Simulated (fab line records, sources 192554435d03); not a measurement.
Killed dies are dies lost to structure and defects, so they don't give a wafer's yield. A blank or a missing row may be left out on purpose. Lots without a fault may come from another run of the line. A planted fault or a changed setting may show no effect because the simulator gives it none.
A struck lot beside a sound one | flow n5_finfet | 41 steps out of a route of 1938
Sound: wafers L416.1, L416.2, L416.6. Struck: wafer L422.3. (L422.1, L422.5 of the same lot were not struck and are left out.) The cause comes at the end.
At each step with rows: each side's tool, then ch and its chambers, then its first start. Under that, the readings that differ: sound wafers | struck wafers | difference of the means | sigmas: that difference in standard deviations of wafers without a fault.
alike: readings whose means differ by less than 2 such deviations, and words and numbers that are the same on both sides. not compared: withheld readings, readings that some wafer has no value for, bounds like >300 that may hide the same value, and numbers for which the record gives no deviation and whose values overlap.
The two part at a step that has a row with sigmas, a row that says differs or no value, or rows on one side only. Numbers that don't overlap but have no deviation are shown without sigmas and don't part them. A reading that every wafer of one side lacks parts them only if that side has two wafers or more.

N5_BEOL_M4_STRIP_97: strips in N2/H2, time 10 s.
  sound on rie_diel-04 ch 0,1; struck on rie_diel-04 ch 0
  alike: drypump_motor_current_A, oes_product_au, rf_vpp_V, showerhead_plenum_p_Torr, temp_c, throttle_valve_pct
  not compared: rf_hours_counter_h
N5_BEOL_M4_OCD_MEAS_38:
  sound on ocd-02, day 10 00:29; struck on ocd-02, day 11 18:05
  alike: trench_depth_nm
then, 4 steps without rows for these wafers: N5_BEOL_M4_HM_STRIP_39 (strips TiN in peroxide tin strip, target depth 25 nm, time 158 s); N5_BEOL_M4_SRD_40 (time 30 s); N5_BEOL_M4_PRECLEAN_42 (cleans in residue remover, time 60 s); N5_BEOL_M4_SRD_43 (time 30 s).
N5_BEOL_M4_CD_MEAS_35: target cd 18 nm, target cd y 22.4 nm.
  sound on cd_sem-03, day 10 00:38; struck on cd_sem-02, day 11 18:14
  alike: cd_nm
then, 1 step without rows for these wafers: N5_BEOL_M4_DEGAS_44 (time 60 s).
N5_BEOL_M4_PRE_CLEAN_45: time 30 s.
  sound on pvd_sputter-02, day 10 01:11; struck on pvd_sputter-02, day 11 18:52
  alike: heater_power_w
then, 3 steps without rows for these wafers: N5_BEOL_M4_ALD_84 (deposits TaN, pulse time 2 s, purge time 3 s, co reactant purge time 2 s); N5_BEOL_M4_SURFACE_TREAT_85; N5_BEOL_M4_CVD_47 (deposits Co from CCTBA/H2, target thk 3 nm, time 223.8 s).
N5_BEOL_M4_SPUTTER_48: material Cu, target thk 4.5 nm, time 8.29 s.
  sound on pvd_sputter-02, day 10 03:35; struck on pvd_sputter-02, day 11 19:39
  alike: throttle_valve_pct
then, 3 steps without rows for these wafers: N5_BEOL_M4_ANNEAL_49 (time 240 s); N5_BEOL_M4_SPUTTER_79 (material Cu, target thk 4.5 nm, time 8.29 s); N5_BEOL_M4_ANNEAL_80 (time 240 s).
N5_BEOL_M4_SPUTTER_81: material Cu, target thk 4.5 nm, time 8.29 s.
  sound on pvd_sputter-02, day 10 04:02; struck on pvd_sputter-02, day 11 20:05
  alike: throttle_valve_pct
then, 2 steps without rows for these wafers: N5_BEOL_M4_ANNEAL_82 (time 240 s); N5_BEOL_M4_SPUTTER_86 (material Cu, target thk 4.5 nm, time 8.29 s).
N5_BEOL_M4_ANNEAL_87: time 240 s.
  sound on pvd_sputter-02, day 10 04:20; struck on pvd_sputter-02, day 11 20:23
  alike: heater_power_w, susceptor_temp_C_max
then, 16 steps without rows for these wafers: N5_BEOL_M4_SPUTTER_88 (material Cu, target thk 4.5 nm, time 8.29 s); N5_BEOL_M4_ANNEAL_89 (time 240 s); N5_BEOL_M4_SPUTTER_90 (material Cu, target thk 4.5 nm, time 8.29 s); N5_BEOL_M4_ANNEAL_91 (time 240 s); N5_BEOL_M4_SPUTTER_92 (material Cu, target thk 4.5 nm, time 8.29 s); N5_BEOL_M4_ANNEAL_93 (time 240 s); N5_BEOL_M4_SPUTTER_94 (material Cu, target thk 4.5 nm, time 8.29 s); N5_BEOL_M4_ANNEAL_95 (time 240 s); N5_BEOL_M4_SPUTTER_96 (material Cu, target thk 4.5 nm, time 8.29 s); N5_BEOL_M4_ECD_50 (material Cu, target thk 300 nm); N5_BEOL_M4_ANNEAL_51 (time 90 s); N5_BEOL_M4_CMP_52 (polishes, stops on SiOC, t overpolish 6.8 s, target thk 40 nm); N5_BEOL_M4_PRE_CLEAN_60 (time 15 s); N5_BEOL_M4_CO_CAP_55 (material Co, precursor CCTBA/H2, target thk 2 nm, time 102.1 s); N5_BEOL_M4_PRE_CLEAN_56 (time 15 s); N5_BEOL_M4_DEP_57 (deposits SiCN from 3MS/NH3, target thk 8 nm, time 14 s).
N5_BEOL_M4_RS_MEAS_58: measures by four-point-probe.
  sound on film_metro-02, day 10 06:24; struck on film_metro-01, day 11 22:29
  alike: M4_RS
N5_BEOL_M4_RC_MEAS_101:
  sound on prober-01 ch 0, day 10 06:28; struck on prober-02 ch 0, day 11 22:32
  alike: DIBL_N, DIBL_P, IOFF_N, IOFF_P, ION_N, ION_P, SS_N, SS_P, VT_N, VT_P
N5_BEOL_M5_ILD_DEP_00: deposits SiCOH lowk from DEMS/porogen, target thk 140.64 nm, time 25.9 s.
  sound on pecvd-03 ch 1,2, day 10 07:26; struck on pecvd-02 ch 1, day 11 23:31
  reading                         | sound             | struck | difference | sigmas
  showerhead_plenum_p_Torr (Torr) | 5.762 5.749 5.734 | 5.702  | -0.046     | -3
  alike: heater_power_w, throttle_valve_pct
then, 1 step without rows for these wafers: N5_BEOL_M5_CURE_79 (cures SiCOH lowk, time 240 s).
-- the record jumps here: 4 days lie between the struck wafers' starts before and after (it left off in module BEOL_M5 and takes up again in module PASSIVATION, whose first step shown is number 1936 of the route) --
N5_PASSIVATION_PROBE_49:
  the record has rows for the struck wafers here (prober-02, day 16 01:34) and none for the sound ones

WHERE THEY PART
First at N5_BEOL_M5_ILD_DEP_00; last, within this record, at N5_PASSIVATION_PROBE_49.

WHY: what the simulator had put in
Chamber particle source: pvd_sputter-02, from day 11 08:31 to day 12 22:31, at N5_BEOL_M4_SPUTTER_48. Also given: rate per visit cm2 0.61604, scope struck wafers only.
